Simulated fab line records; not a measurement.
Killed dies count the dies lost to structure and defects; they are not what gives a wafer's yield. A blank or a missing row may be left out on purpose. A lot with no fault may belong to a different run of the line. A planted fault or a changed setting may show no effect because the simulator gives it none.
Chamber matching | flow n5 finfet | 3 sister chambers for N5_BEOL_M12_ILD_DEP_00 on pecvd-01
The step deposits SiOC from DEMS/O2, target thk 658.92 nm, time 130.7 s. 3 wafers are shown with their chamber, then 9 later ones without.

## WAFERS WITH THEIR CHAMBER
wafer  | chamber | throttle valve pct (%)
L089.3 | 1       | 10.9
L076.4 | 2       | 11.7
L076.6 | 0       | 12.0

## WAFERS WHOSE CHAMBER IS MISSING
wafer  | throttle valve pct (%)
L090.2 | 11.9
L090.4 | 11.9
L090.6 | 10.8
L088.2 | 12.0
L088.3 | 10.8
L088.6 | 11.8
L097.1 | 12.0
L097.5 | 10.6
L097.6 | 11.9

## THE CHAMBER EACH PASSED THROUGH
wafer  | from the rows above     | in truth
L090.2 | can't be placed: 0 or 2 | 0
L090.4 | can't be placed: 0 or 2 | 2
L090.6 | 1                       | 1
L088.2 | 0                       | 0
L088.3 | 1                       | 1
L088.6 | can't be placed: 2 or 0 | 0
L097.1 | 0                       | 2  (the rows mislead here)
L097.5 | 1                       | 1
L097.6 | can't be placed: 0 or 2 | 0
4 of 9 placed correctly. These rows do not allow placing 4 (true chamber among the candidates in 4). Placed wrongly: 1.
How it was worked out, from the rows above alone: a wafer's distance from a chamber is the root of the sum, over the readings, of the square of ((its reading less the chamber's mean) divided by the reading's scatter). If the next closest chamber is less than 2 further off than the closest, the wafer can't be placed; otherwise it belongs to the closest. Each chamber's mean is taken over the wafers shown for it. The scatter: with one shown wafer a chamber, the root of the mean of the squares of how far each hidden wafer lies from its nearest shown one.
